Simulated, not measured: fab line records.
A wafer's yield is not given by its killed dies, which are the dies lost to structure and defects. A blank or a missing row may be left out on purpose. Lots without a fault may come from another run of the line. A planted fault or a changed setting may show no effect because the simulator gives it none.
Chamber matching	flow nandHarc	NHARC_A_STAIRCASE_DESCUM_11 on rieDiel-08: 4 sister chambers
The step chemistry O2, time 3 s. 8 wafers are shown with their chamber, then 8 later ones without.

## EACH WAFER AND ITS CHAMBER
wafer	chamber	drypumpMotorCurrentA (A)	showerheadPlenumPTorr (Torr)
L078.1	2	6.3	1.91
L078.6	2	6.3	1.91
L082.3	1	5.7	1.78
L085.2	1	5.7	1.77
L089.1	3	5.9	1.80
L089.5	0	4.9	2.05
L089.6	3	5.9	1.80
L095.1	0	4.8	2.04

## WAFERS MISSING THEIR CHAMBER
wafer	drypumpMotorCurrentA (A)	showerheadPlenumPTorr (Torr)
L095.3	5.9	1.79
L095.4	6.3	1.90
L097.1	5.9	1.79
L097.3	6.3	1.89
L097.4	4.8	2.04
L096.2	5.7	2.08
L096.4	5.9	1.79
L096.6	5.8	1.79

## CHAMBER TAKEN BY EACH
wafer	from the rows above	in truth
L095.3	3	3
L095.4	2	2
L097.1	3	3
L097.3	2	2
L097.4	0	0
L096.2	0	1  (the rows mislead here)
L096.4	3	3
L096.6	can't be placed: 3 or 1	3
Correct placement for 6 of the 8. These rows do not allow placing 1 (true chamber among the candidates in 1). Placed wrongly: 1.
How it was worked out, from the rows above alone: a wafer's distance from a chamber is the root of the sum, over the readings, of the square of ((its reading less the chamber's mean) divided by the reading's scatter). The wafer belongs to the nearest chamber; if the next one is less than 2 further off, it can't be placed. The mean given for a chamber averages the wafers shown for that chamber. The scatter: the root of (the sum of the squares of (reading less its chamber's mean) over the shown wafers, divided by (wafers less chambers)).
